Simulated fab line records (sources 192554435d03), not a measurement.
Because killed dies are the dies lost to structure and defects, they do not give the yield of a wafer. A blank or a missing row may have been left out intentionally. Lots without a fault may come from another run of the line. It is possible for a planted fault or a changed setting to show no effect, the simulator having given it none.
fab line records + flow n5_finfet
[record]
- lots = 9
- wafers = 27
- last_day = 17
route steps=1938 shown SD_EPI_N@273 SD_EPI_P@304 SD_ACTIVATION@332 ILD0@345 BEOL_M4@1111 PASSIVATION@1936
lots that met no fault: from a run of the same line without faults
start_h: hours from the record's first day to the start of the lot's first wafer shown + wait_h: hours since the lot's step before + " repeats the value in the row above + L1.1+2: a row that stands for several wafers + - no value present, or no start provided + * or withheld: withheld + < > ~ a bound
route shown NAME@n: names a module that has steps shown in the file, with the first one's number in the route + usual: average and standard deviation across the fault-free wafers + same: alike in all rows + chamber/n: place in a boat + sites: the reading at each site + _std_site: their standard deviation + _edge_site: the outer-site mean with the inner-site mean subtracted + radius_mm: how far each site lies from the wafer's centre + mask NAME#n: copy n + behind: the last tool/chamber to shape the wafer + hold: why the lot went on hold/how many hours it stayed there/how the hold came to an end + device: the transistor (n, p or np) that didn't switch + end of line: tests of these same wafers at the route's end + for a step that has no rows: nothing shown but its recipe + killed: dies lost to structure and defects at the first sort, not the wafer's yield + map: a wafer's dies, marking killed ones x, the rest . and places with no die _
set.NAME: the setting as run; set.NAME@STEP: as run at that earlier step + model.NAME: the simulator's own value behind a step, which no gauge read
a sample of lots followed through the steps of the route, with each step as a table and each wafer as a row
services: when a tool's chamber went out of use (start_h, in hours from the record's first day, below 0 if earlier), for how many hours, and the reason
[[steps]]
[step N5_SD_EPI_N_DESCUM_14]
[recipe]
- chemistry = O2
- time_s = 7.9
- source_power_w = 50
- bias_power_w = 20
- pressure_mtorr = 20
- rf_frequency_hz = 2.712e+07
- temp_c = 40
- resist = CAR-ArF-block
- o2_flow_sccm = 225
[usual]
- drypump_motor_current_A = 5.7/0.55
- oes_product_au = 0.77/0.065
- rf_vpp_V = 243.0/1.4
- showerhead_plenum_p_Torr = 2.08/0.067
- throttle_valve_pct = 20.55/0.14
| lot.wafer | tool        | chamber | start_h | wait_h | drypump_motor_current_A | oes_product_au | rf_hours_counter_h | rf_vpp_V | showerhead_plenum_p_Torr | throttle_valve_pct |
|-----------|-------------|---------|---------|--------|-------------------------|----------------|--------------------|----------|--------------------------|--------------------|
| L120.1    | rie_diel-06 | 1       | 51.62   | 0.4    | 5.6                     | 0.76           | 138                | 239.3    | 1.94                     | 20.68              |
| L120.2    | "           | 2       | "       | "      | 5.6                     | 0.69           | 238                | 245.2    | 2.15                     | 20.50              |
| L120.4    | "           | 3       | "       | "      | 5.1                     | 0.69           | 228                | 242.6    | 2.07                     | 20.62              |
| L127.1    | rie_diel-04 | 3       | 91.63   | 0.0    | 4.9                     | 0.76           | 127                | 241.8    | 2.02                     | 20.67              |
| L127.5    | "           | 3       | "       | "      | 4.9                     | 0.76           | -                  | 241.8    | 2.02                     | 20.67              |
| L127.6    | "           | 2       | "       | "      | 4.9                     | 0.73           | -                  | 243.6    | 2.17                     | 20.49              |
| L128.3    | rie_diel-04 | 2       | 97.60   | 0.0    | 4.9                     | 0.72           | 178                | 243.3    | 2.17                     | 20.50              |
| L128.4    | "           | 0       | "       | "      | 6.0                     | 0.77           | 113                | 243.5    | 2.19                     | 20.46              |
| L128.6    | "           | 1       | "       | "      | 5.8                     | 0.92           | -                  | 244.2    | 2.14                     | 20.57              |
| L130.2    | rie_diel-05 | 2       | 112.04  | 0.1    | 6.5                     | 0.82           | 103                | 243.7    | 2.11                     | 20.29              |
| L130.5    | "           | 2       | "       | "      | 6.5                     | 0.82           | -                  | 243.0    | 2.11                     | 20.30              |
| L130.6    | "           | 1       | "       | "      | 6.1                     | 0.76           | -                  | 239.6    | 1.98                     | 20.56              |
| L131.2    | rie_diel-04 | 1       | 116.41  | 0.0    | 5.8                     | 0.92           | 18                 | 244.1    | 2.13                     | 20.57              |
| L131.3    | "           | 2       | "       | "      | 4.9                     | 0.73           | 185                | 243.8    | 2.17                     | 20.52              |
| L131.4    | "           | 3       | "       | "      | 4.9                     | 0.76           | 135                | 241.1    | 2.02                     | 20.68              |
| L132.1    | rie_diel-05 | 2       | 127.04  | 0.0    | 6.5                     | 0.82           | 110                | 243.7    | 2.11                     | 20.29              |
| L132.3    | "           | 3       | "       | "      | 5.4                     | 0.78           | 149                | 243.9    | 2.10                     | 20.48              |
| L132.4    | "           | 1       | "       | "      | 6.1                     | 0.76           | 179                | 240.7    | 1.98                     | 20.59              |
| L133.4    | rie_diel-05 | 0       | 128.75  | 0.4    | 5.7                     | 0.74           | 164                | 243.2    | 2.09                     | 20.76              |
| L133.5    | "           | 0       | "       | "      | 5.7                     | 0.74           | -                  | 241.5    | 2.09                     | 20.78              |
| L133.6    | "           | 1       | "       | "      | 6.1                     | 0.75           | -                  | 242.2    | 1.98                     | 20.60              |
| L140.1    | rie_diel-04 | 3       | 168.96  | 0.0    | 4.8                     | 0.73           | 155                | 241.0    | 2.01                     | 20.71              |
| L140.4    | "           | 3       | "       | "      | 4.8                     | 0.74           | -                  | 241.9    | 2.01                     | 20.74              |
| L140.6    | "           | 1       | "       | "      | 5.8                     | 0.87           | -                  | 244.0    | 2.13                     | 20.61              |
| L141.1    | rie_diel-04 | 3       | 174.30  | 0.1    | 4.9                     | 0.72           | 158                | 242.5    | 2.01                     | 20.73              |
| L141.3    | "           | 2       | "       | "      | 4.9                     | 0.71           | 200                | 245.9    | 2.17                     | 20.53              |
| L141.4    | "           | 2       | "       | "      | 4.9                     | 0.71           | -                  | 245.1    | 2.17                     | 20.54              |
[step N5_SD_EPI_P_OVL_MEAS_10]
[recipe]
- points_per_wafer = 44
[usual]
- SD_P_BLK_OVL = -0.5/0.82
| lot.wafer | tool       | chamber | start_h | wait_h | SD_P_BLK_OVL[nm] |
|-----------|------------|---------|---------|--------|------------------|
| L120.1    | overlay-02 | 0       | 56.00   | 0.0    | -0.7             |
| L120.2    | "          | 0       | "       | "      | -0.9             |
| L120.4    | "          | 0       | "       | "      | -0.1             |
| L127.1    | overlay-01 | 0       | 96.22   | 0.0    | -0.9             |
| L127.5    | "          | 0       | "       | "      | -1.4             |
| L127.6    | "          | 0       | "       | "      | -1.6             |
| L128.3    | overlay-01 | 0       | 102.74  | 0.0    | -1.0             |
| L128.4    | "          | 0       | "       | "      | -0.3             |
| L128.6    | "          | 0       | "       | "      | -0.8             |
| L130.2    | overlay-02 | 0       | 116.29  | 0.0    | -1.0             |
| L130.5    | "          | 0       | "       | "      | -0.9             |
| L130.6    | "          | 0       | "       | "      | -0.1             |
| L131.2    | overlay-01 | 0       | 121.52  | 0.0    | 1.0              |
| L131.3    | "          | 0       | "       | "      | -0.3             |
| L131.4    | "          | 0       | "       | "      | -0.2             |
| L132.1    | overlay-01 | 0       | 132.56  | 0.0    | -1.1             |
| L132.3    | "          | 0       | "       | "      | -0.6             |
| L132.4    | "          | 0       | "       | "      | -1.3             |
| L133.4    | overlay-02 | 0       | 133.01  | 0.0    | 0.1              |
| L133.5    | "          | 0       | "       | "      | 0.7              |
| L133.6    | "          | 0       | "       | "      | 0.4              |
| L140.1    | overlay-02 | 0       | 173.86  | 0.0    | -0.1             |
| L140.4    | "          | 0       | "       | "      | -0.6             |
| L140.6    | "          | 0       | "       | "      | 0.1              |
| L141.1    | overlay-02 | 0       | 178.85  | 0.0    | 0.1              |
| L141.3    | "          | 0       | "       | "      | 0.1              |
| L141.4    | "          | 0       | "       | "      | -1.8             |
[step N5_SD_EPI_P_EPI_21]
[recipe]
- material = SiGe:B
- dopant = B
- temp_c = 550
- pressure_torr = 20
- ambient = H2
- time_s = 355
| lot.wafer  | tool         | chamber | start_h | wait_h |
|------------|--------------|---------|---------|--------|
| L120.1+2+4 | epi_rpcvd-01 | 0       | 57.44   | 0.1    |
| L127.1+5+6 | epi_rpcvd-04 | 0       | 97.68   | 0.1    |
| L128.3+4+6 | epi_rpcvd-04 | 0       | 104.87  | 0.8    |
| L130.2+5+6 | epi_rpcvd-04 | 0       | 118.30  | 0.5    |
| L131.2+3+4 | epi_rpcvd-04 | 0       | 123.33  | 0.5    |
| L132.1+3+4 | epi_rpcvd-04 | 0       | 134.07  | 0.1    |
| L133.4+5+6 | epi_rpcvd-03 | 0       | 135.90  | 1.1    |
| L140.1+4+6 | epi_rpcvd-01 | 0       | 175.26  | 0.1    |
| L141.1+3+4 | epi_rpcvd-01 | 0       | 180.36  | 0.1    |
[step N5_SD_ACTIVATION_RS_MEAS_03]
[recipe]
- thk_meas_gauge = four-point-probe
[usual]
- RS_SD_N = 21.96/0.28
- RS_SD_P = 56.1/0.95
| lot.wafer | tool          | chamber | start_h | wait_h | RS_SD_N[ohm/sq] | RS_SD_P[ohm/sq] |
|-----------|---------------|---------|---------|--------|-----------------|-----------------|
| L120.1    | film_metro-02 | -       | 60.25   | 0.2    | 21.66           | 55.0            |
| L120.2    | "             | -       | "       | "      | 21.77           | 56.1            |
| L120.4    | "             | -       | "       | "      | 21.92           | 55.4            |
| L127.1    | film_metro-02 | -       | 100.65  | 0.2    | 22.83           | 57.6            |
| L127.5    | "             | -       | "       | "      | 22.69           | 57.3            |
| L127.6    | "             | -       | "       | "      | 22.45           | 56.7            |
| L128.3    | film_metro-01 | -       | 107.06  | 0.2    | 21.92           | 56.0            |
| L128.4    | "             | -       | "       | "      | 21.83           | 56.1            |
| L128.6    | "             | -       | "       | "      | 21.86           | 56.1            |
| L130.2    | film_metro-02 | -       | 120.78  | 0.2    | 22.02           | 58.1            |
| L130.5    | "             | -       | "       | "      | 22.18           | 57.0            |
| L130.6    | "             | -       | "       | "      | 22.10           | 56.1            |
| L131.2    | film_metro-02 | -       | 125.81  | 0.2    | 21.66           | 127.8           |
| L131.3    | "             | -       | "       | "      | 21.59           | 127.4           |
| L131.4    | "             | -       | "       | "      | 21.54           | 126.6           |
| L132.1    | film_metro-01 | -       | 136.89  | 0.2    | 22.08           | 118.2           |
| L132.3    | "             | -       | "       | "      | 21.72           | 118.7           |
| L132.4    | "             | -       | "       | "      | 21.70           | 119.2           |
| L133.4    | film_metro-02 | -       | 137.71  | 0.1    | 21.71           | 55.0            |
| L133.5    | "             | -       | "       | "      | 21.91           | 54.4            |
| L133.6    | "             | -       | "       | "      | 21.90           | 56.1            |
| L140.1    | film_metro-02 | -       | 178.08  | 0.2    | 21.75           | 55.7            |
| L140.4    | "             | -       | "       | "      | 22.13           | 54.7            |
| L140.6    | "             | -       | "       | "      | 21.83           | 54.8            |
| L141.1    | film_metro-01 | -       | 183.62  | 0.2    | 21.74           | 57.3            |
| L141.3    | "             | -       | "       | "      | 21.79           | 58.2            |
| L141.4    | "             | -       | "       | "      | 21.73           | 57.0            |
[step N5_ILD0_THK_MEAS_13]
[usual]
- thk_nm = 17.4/0.99
| lot.wafer | tool          | chamber | start_h | wait_h | thk_nm |
|-----------|---------------|---------|---------|--------|--------|
| L120.1    | film_metro-02 | -       | 66.82   | -      | 18.4   |
| L120.2    | "             | -       | "       | "      | 17.8   |
| L120.4    | "             | -       | "       | "      | 17.6   |
| L127.1    | film_metro-01 | -       | 107.80  | -      | 18.8   |
| L127.5    | "             | -       | "       | "      | 17.4   |
| L127.6    | "             | -       | "       | "      | 18.2   |
| L128.3    | film_metro-02 | -       | 114.09  | -      | 17.2   |
| L128.4    | "             | -       | "       | "      | 16.9   |
| L128.6    | "             | -       | "       | "      | 18.4   |
| L130.2    | film_metro-01 | -       | 127.31  | -      | 18.3   |
| L130.5    | "             | -       | "       | "      | 17.5   |
| L130.6    | "             | -       | "       | "      | 17.3   |
| L131.2    | film_metro-02 | -       | 132.55  | -      | 16.0   |
| L131.3    | "             | -       | "       | "      | 17.5   |
| L131.4    | "             | -       | "       | "      | 17.6   |
| L132.1    | film_metro-01 | -       | 143.62  | -      | 17.4   |
| L132.3    | "             | -       | "       | "      | 20.3   |
| L132.4    | "             | -       | "       | "      | 16.6   |
| L133.4    | film_metro-02 | -       | 144.64  | -      | 16.0   |
| L133.5    | "             | -       | "       | "      | 16.2   |
| L133.6    | "             | -       | "       | "      | 17.6   |
| L140.1    | film_metro-01 | -       | 184.92  | -      | 17.0   |
| L140.4    | "             | -       | "       | "      | 17.2   |
| L140.6    | "             | -       | "       | "      | 16.8   |
| L141.1    | film_metro-01 | -       | 190.39  | -      | 18.4   |
| L141.3    | "             | -       | "       | "      | 18.2   |
| L141.4    | "             | -       | "       | "      | 16.2   |
[step N5_BEOL_M4_RC_MEAS_101]
[usual]
- DIBL_N = 35.9/1.9
- DIBL_P = 35.8/2.4
- IOFF_N = 0.15/0.031
- IOFF_P = 0.21/0.037
- ION_N = 672/13
- ION_P = 462/8.3
- RC_DENSE_P = 23.5/0.57
- RC_P = 19.2/0.45
- REXT_P = 100.6/1.7
- RS_SD_P = 66.0/1.1
- SS_N = 71.5/0.72
- SS_P = 73.2/0.67
- VT_N = 250/3.4
- VT_P = -250/3.4
| lot.wafer | tool      | chamber | start_h | wait_h | DIBL_N[mV/V] | DIBL_P[mV/V] | IOFF_N[nA/um] | IOFF_P[nA/um] | ION_N[uA/um] | ION_P[uA/um] | RC_DENSE_P[ohm.um] | RC_P[ohm.um] | REXT_P[ohm.um] | RS_SD_P[ohm/sq] | SS_N[mV/dec] | SS_P[mV/dec] | VT_N[mV] | VT_P[mV] |
|-----------|-----------|---------|---------|--------|--------------|--------------|---------------|---------------|--------------|--------------|--------------------|--------------|----------------|-----------------|--------------|--------------|----------|----------|
| L120.1    | prober-02 | 0       | 166.95  | 0.0    | 37.0         | 37.6         | 0.15          | 0.22          | 676          | 466          | 23.3               | 19.0         | 100.9          | 64.4            | 71.2         | 73.8         | 250      | -250     |
| L120.2    | "         | 0       | "       | "      | 36.5         | 35.3         | 0.13          | 0.18          | 657          | 450          | 23.4               | 19.1         | 102.2          | 66.1            | 71.2         | 73.2         | 253      | -253     |
| L120.4    | "         | 0       | "       | "      | 36.5         | 36.1         | 0.13          | 0.19          | 660          | 457          | 23.1               | 18.8         | 102.0          | 64.9            | 71.4         | 72.7         | 252      | -251     |
| L127.1    | prober-02 | 0       | 203.01  | 0.0    | 35.9         | 36.7         | 0.16          | 0.22          | 684          | 462          | 24.5               | 19.9         | 101.1          | 68.2            | 70.7         | 73.4         | 248      | -252     |
| L127.5    | "         | 0       | "       | "      | 33.1         | 32.7         | 0.11          | 0.16          | 657          | 456          | 23.1               | 18.8         | 97.4           | 67.7            | 70.2         | 71.7         | 252      | -254     |
| L127.6    | "         | 0       | "       | "      | 36.3         | 36.9         | 0.17          | 0.22          | 678          | 460          | 23.9               | 19.4         | 98.9           | 66.7            | 71.2         | 73.2         | 247      | -248     |
| L128.3    | prober-02 | 0       | 205.56  | 0.3    | 36.2         | 38.6         | 0.18          | 0.23          | 695          | 470          | 22.3               | 18.0         | 100.5          | 65.8            | 72.5         | 73.3         | 245      | -250     |
| L128.4    | "         | 0       | "       | "      | 39.5         | 41.0         | 0.23          | 0.26          | 689          | 451          | 23.4               | 18.9         | 102.2          | 66.1            | 73.2         | 75.1         | 245      | -253     |
| L128.6    | "         | 0       | "       | "      | 36.9         | 38.6         | 0.18          | 0.21          | 679          | 456          | 22.8               | 18.6         | 102.4          | 66.3            | 72.7         | 74.0         | 248      | -254     |
| L130.2    | prober-01 | 0       | 225.77  | 0.2    | 35.1         | 35.3         | 0.13          | 0.17          | 665          | 456          | 23.4               | 19.0         | 103.2          | 67.7            | 70.7         | 72.8         | 253      | -254     |
| L130.5    | "         | 0       | "       | "      | 33.3         | 33.8         | 0.11          | 0.15          | 658          | 457          | 23.3               | 19.0         | 101.8          | 67.5            | 70.6         | 73.1         | 255      | -257     |
| L130.6    | "         | 0       | "       | "      | 36.9         | 37.2         | 0.16          | 0.20          | 675          | 459          | 23.4               | 19.3         | 103.9          | 66.3            | 72.0         | 73.7         | 251      | -251     |
| L131.2    | prober-02 | 0       | 244.59  | 0.2    | 37.5         | 30.3         | 0.17          | 0.12          | 689          | 416          | 41.1               | 34.0         | 187.1          | 142.9           | 71.7         | 71.7         | 248      | -256     |
| L131.3    | "         | 0       | "       | "      | 36.8         | 29.5         | 0.16          | 0.11          | 670          | 406          | 43.0               | 34.8         | 191.5          | 142.8           | 71.8         | 71.8         | 248      | -255     |
| L131.4    | "         | 0       | "       | "      | 39.8         | 33.8         | 0.23          | 0.17          | 699          | 422          | 43.0               | 35.5         | 187.4          | 139.9           | 72.4         | 72.6         | 243      | -250     |
| L133.4    | prober-01 | 0       | 245.17  | 0.5    | 36.8         | 38.0         | 0.17          | 0.24          | 676          | 465          | 23.2               | 19.1         | 99.9           | 65.1            | 71.6         | 73.1         | 249      | -245     |
| L133.5    | "         | 0       | "       | "      | 35.0         | 35.3         | 0.14          | 0.20          | 655          | 459          | 23.9               | 19.4         | 100.6          | 64.4            | 71.8         | 73.2         | 253      | -247     |
| L133.6    | "         | 0       | "       | "      | 34.6         | 36.1         | 0.14          | 0.21          | 679          | 470          | 23.3               | 19.1         | 101.8          | 66.1            | 71.0         | 73.0         | 249      | -246     |
| L132.1    | prober-01 | 0       | 253.06  | 0.0    | 38.2         | 32.4         | 0.20          | 0.15          | 686          | 416          | 40.2               | 33.1         | 177.9          | 131.7           | 71.8         | 72.9         | 245      | -256     |
| L132.3    | "         | 0       | "       | "      | 34.0         | 26.9         | 0.13          | 0.10          | 665          | 406          | 41.8               | 33.8         | 179.1          | 130.4           | 70.9         | 71.0         | 251      | -258     |
| L132.4    | "         | 0       | "       | "      | 36.5         | 29.5         | 0.17          | 0.13          | 675          | 413          | 39.7               | 32.7         | 175.1          | 132.7           | 70.3         | 72.2         | 250      | -256     |
| L140.1    | prober-01 | 0       | 295.81  | 0.0    | 37.3         | 37.4         | 0.19          | 0.26          | 682          | 470          | 23.4               | 18.9         | 99.3           | 65.2            | 71.5         | 73.0         | 244      | -246     |
| L140.4    | "         | 0       | "       | "      | 35.4         | 36.2         | 0.16          | 0.23          | 676          | 472          | 23.1               | 19.0         | 98.0           | 64.5            | 70.8         | 73.6         | 247      | -248     |
| L140.6    | "         | 0       | "       | "      | 35.8         | 35.8         | 0.17          | 0.23          | 688          | 471          | 23.1               | 18.7         | 98.1           | 64.6            | 70.9         | 72.9         | 247      | -248     |
| L141.1    | prober-02 | 0       | 310.27  | 0.0    | 36.2         | 39.0         | 0.16          | 0.23          | 667          | 459          | 23.6               | 19.4         | 101.0          | 66.2            | 71.7         | 73.3         | 252      | -248     |
| L141.3    | "         | 0       | "       | "      | 37.0         | 39.4         | 0.16          | 0.22          | 662          | 451          | 23.9               | 19.6         | 104.9          | 67.3            | 71.6         | 73.5         | 249      | -250     |
| L141.4    | "         | 0       | "       | "      | 35.5         | 37.0         | 0.14          | 0.19          | 672          | 461          | 23.5               | 19.1         | 102.4          | 66.1            | 71.8         | 73.1         | 252      | -250     |
[step N5_PASSIVATION_PROBE_49]
[usual]
- defect_limited_yield = 91.6/1.2
- killed_at_M0_to_M3 = 33/9.4
- killed_at_M4_up = 13/5.2
- killed_at_contacts = 13/5.6
- killed_at_front_end = 37/9.5
- killed_at_other = 4/3.1
- killed_dies = 99/15
- killed_open = 65/11
- killed_short = 32/7.5
- sort_bin_5_function = 4.9/0.77
- sort_bin_6_memory = 3.1/0.65
- sort_bin_8_speed = 0.01/0.056
- sort_n_pass = 1081/15
- sort_yield_pct = 91.6/1.2
[same]
- gross_dies = 1180
- killed_at_back_side = 0
- sort_bin_4_leakage[%] = 0
| lot.wafer | tool      | chamber | start_h | wait_h | defect_limited_yield[%] | killed_at_M0_to_M3 | killed_at_M4_up | killed_at_contacts | killed_at_front_end | killed_at_other | killed_dies | killed_open | killed_short | sort_bin_5_function[%] | sort_bin_6_memory[%] | sort_bin_8_speed[%] | sort_n_pass | sort_yield_pct[%] |
|-----------|-----------|---------|---------|--------|-------------------------|--------------------|-----------------|--------------------|---------------------|-----------------|-------------|-------------|--------------|------------------------|----------------------|---------------------|-------------|-------------------|
| L131.2    | prober-02 | -       | 350.98  | 0.1    | 92.0                    | 31                 | 19              | 12                 | 31                  | 1               | 94          | 59          | 33           | 5.3                    | 2.5                  | 91.86               | 2           | 0.2               |
| L131.3    | prober-02 | -       | 351.03  | 0.1    | 92.1                    | 31                 | 20              | 8                  | 32                  | 2               | 93          | 62          | 29           | 4.8                    | 2.9                  | 92.12               | 0           | 0                 |
| L131.4    | prober-02 | -       | 351.08  | 0.2    | 92.1                    | 29                 | 12              | 11                 | 39                  | 2               | 93          | 62          | 30           | 4.6                    | 3.0                  | 78.14               | 165         | 14.0              |
| L132.1    | prober-01 | -       | 368.20  | 0.0    | 91.5                    | 23                 | 8               | 16                 | 47                  | 6               | 100         | 68          | 32           | 4.7                    | 3.3                  | 90.59               | 11          | 0.9               |
| L132.3    | prober-01 | -       | 368.30  | 0.1    | 92.4                    | 28                 | 4               | 10                 | 44                  | 4               | 90          | 60          | 30           | 4.6                    | 2.8                  | 92.37               | 0           | 0                 |
| L132.4    | prober-01 | -       | 368.35  | 0.2    | 93.0                    | 26                 | 12              | 5                  | 36                  | 4               | 83          | 53          | 29           | 4.7                    | 2.2                  | 92.63               | 4           | 0.3               |
// killed by level:class
L131.2 BEOL_M0_SAQP:geometric_particle:open=9 FIN_SAQP:geometric_particle:short=8 MOL_CONTACT_COAG:geometric_particle:open=8 BEOL_M0_SAQP:geometric_particle:short=7 BEOL_M1:geometric_particle:open=6 GATE_CUT:geometric_particle:short=5 DUMMY_GATE:geometric_particle:open=4 GATE_CUT:geometric_particle:open=4
L131.3 BEOL_M4:geometric_particle:open=9 BEOL_M0_SAQP:geometric_particle:open=9 FIN_SAQP:geometric_particle:open=8 FIN_SAQP:geometric_particle:short=7 GATE_CUT:geometric_particle:short=6 MOL_CONTACT_COAG:geometric_particle:open=6 STARTING-WAFER:geometric_particle:open=5 BEOL_M1:geometric_particle:open=5
L131.4 MOL_CONTACT_COAG:geometric_particle:open=10 STI_FIN_REVEAL:geometric_particle:open=8 BEOL_M1:geometric_particle:open=7 FIN_SAQP:geometric_particle:short=6 ILD0:geometric_particle:short=6 BEOL_M0_SAQP:geometric_particle:open=6 ILD0:geometric_particle:open=5 BEOL_M0:geometric_particle:open=4
L132.1 MOL_CONTACT_COAG:geometric_particle:open=13 STI_FIN_REVEAL:geometric_particle:open=12 BEOL_M1:geometric_particle:open=9 BEOL_M0_SAQP:geometric_particle:short=7 FIN_SAQP:geometric_particle:short=6 FIN_SAQP:geometric_particle:open=6 DUMMY_GATE:geometric_particle:open=6 BEOL_M4:geometric_particle:open=6
L132.3 FIN_SAQP:geometric_particle:short=10 BEOL_M0_SAQP:geometric_particle:open=10 STI_FIN_REVEAL:geometric_particle:open=9 MOL_CONTACT_COAG:geometric_particle:open=8 DUMMY_GATE:geometric_particle:open=6 FIN_SAQP:geometric_particle:open=5 BEOL_M0_SAQP:geometric_particle:short=5 BEOL_M2:geometric_particle:open=5
L132.4 STI_FIN_REVEAL:geometric_particle:open=17 BEOL_M0_SAQP:geometric_particle:short=8 BEOL_M1:geometric_particle:open=6 FIN_SAQP:geometric_particle:short=5 MOL_CONTACT_COAG:geometric_particle:open=5 BEOL_M0_SAQP:geometric_particle:open=4 BEOL_M4:geometric_particle:open=4 STI_FIN_REVEAL:geometric_particle:short=3
[[services]]
| tool         | chamber | start_h | hours | kind                          |
|--------------|---------|---------|-------|-------------------------------|
| epi_rpcvd-01 | -       | 38.77   | 0.6   | repair                        |
| rie_diel-04  | 1       | 45.42   | -     | clean                         |
| rie_diel-04  | 1       | 45.42   | -     | consumable_replace:focus_ring |
| rie_diel-04  | 1       | 45.42   | 15.9  | scheduled_down                |
| rie_diel-04  | 1       | 45.42   | 15.9  | vent_cycle                    |
| epi_rpcvd-04 | -       | 54.33   | 27.2  | pm                            |
| rie_diel-05  | 3       | 71.28   | 7.9   | repair                        |
| rie_diel-04  | -       | 74.60   | 3.1   | repair                        |
| rie_diel-06  | 0       | 82.55   | 4.1   | repair                        |
| rie_diel-06  | 2       | 88.38   | -     | clean                         |
| rie_diel-06  | 2       | 88.38   | -     | consumable_replace:focus_ring |
| rie_diel-06  | 2       | 88.38   | 20.5  | scheduled_down                |
| rie_diel-06  | 2       | 88.38   | 20.5  | vent_cycle                    |
| rie_diel-05  | 1       | 93.73   | 1.5   | repair                        |
| rie_diel-06  | 3       | 112.52  | -     | clean                         |
| rie_diel-06  | 3       | 112.52  | -     | consumable_replace:focus_ring |
| rie_diel-06  | 3       | 112.52  | 19.5  | scheduled_down                |
| rie_diel-06  | 3       | 112.52  | 19.5  | vent_cycle                    |
| rie_diel-05  | -       | 130.49  | 0.3   | repair                        |
| rie_diel-04  | 0       | 167.03  | 32.6  | repair                        |
| epi_rpcvd-03 | -       | 176.53  | 14.6  | pm                            |
[[key]]
[first_sign]
- step = N5_SD_ACTIVATION_RS_MEAS_03
- reading = RS_SD_P
- direction = up
- sigmas = 71
- usual = 56.1
- struck = 123.0
[effect]
- step = N5_BEOL_M4_RC_MEAS_101
- reading = RS_SD_P
- direction = up
- sigmas = 64
- usual = 66.0
- struck = 136.7
[effect]
- step = N5_BEOL_M4_RC_MEAS_101
- reading = REXT_P
- direction = up
- sigmas = 48
- usual = 100.6
- struck = 183.0
[effect]
- step = N5_BEOL_M4_RC_MEAS_101
- reading = RC_P
- direction = up
- sigmas = 33
- usual = 19.2
- struck = 34.0
[effect]
- step = N5_BEOL_M4_RC_MEAS_101
- reading = RC_DENSE_P
- direction = up
- sigmas = 31
- usual = 23.5
- struck = 41.5
[effect]
- step = N5_BEOL_M4_RC_MEAS_101
- reading = ION_P
- direction = down
- sigmas = 6
- usual = 462
- struck = 413
[effect]
- step = N5_BEOL_M4_RC_MEAS_101
- reading = DIBL_P
- direction = down
- sigmas = 2.3
- usual = 35.8
- struck = 30.4
[effect]
- step = N5_BEOL_M4_RC_MEAS_101
- reading = IOFF_P
- direction = down
- sigmas = 2
- usual = 0.21
- struck = 0.13
[effect]
- step = N5_BEOL_M4_RC_MEAS_101
- reading = SS_P
- direction = down
- sigmas = 1.7
- usual = 73.2
- struck = 72.0
[effect]
- step = N5_PASSIVATION_PROBE_49
- reading = sort_bin_8_speed
- direction = up
- sigmas = 99+
- usual = 0.01
- struck = 89.62
met_at N5_SD_EPI_P_EPI_21
struck_lots L131,L132
not_acting_at N5_SD_EPI_N_DESCUM_14,N5_SD_EPI_P_OVL_MEAS_10,N5_ILD0_THK_MEAS_13
onset_between 118.30 123.33
[fault]
- kind = process_parameter_drift
- tool = epi_rpcvd-04
- chamber = -
- onset_h = 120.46
- steps = N5_SD_EPI_P_EPI_21
- channel = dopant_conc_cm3
- offset = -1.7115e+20
- shape = step
- end_h = 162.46
- acts_in = these_recipes_only
- stated = 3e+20
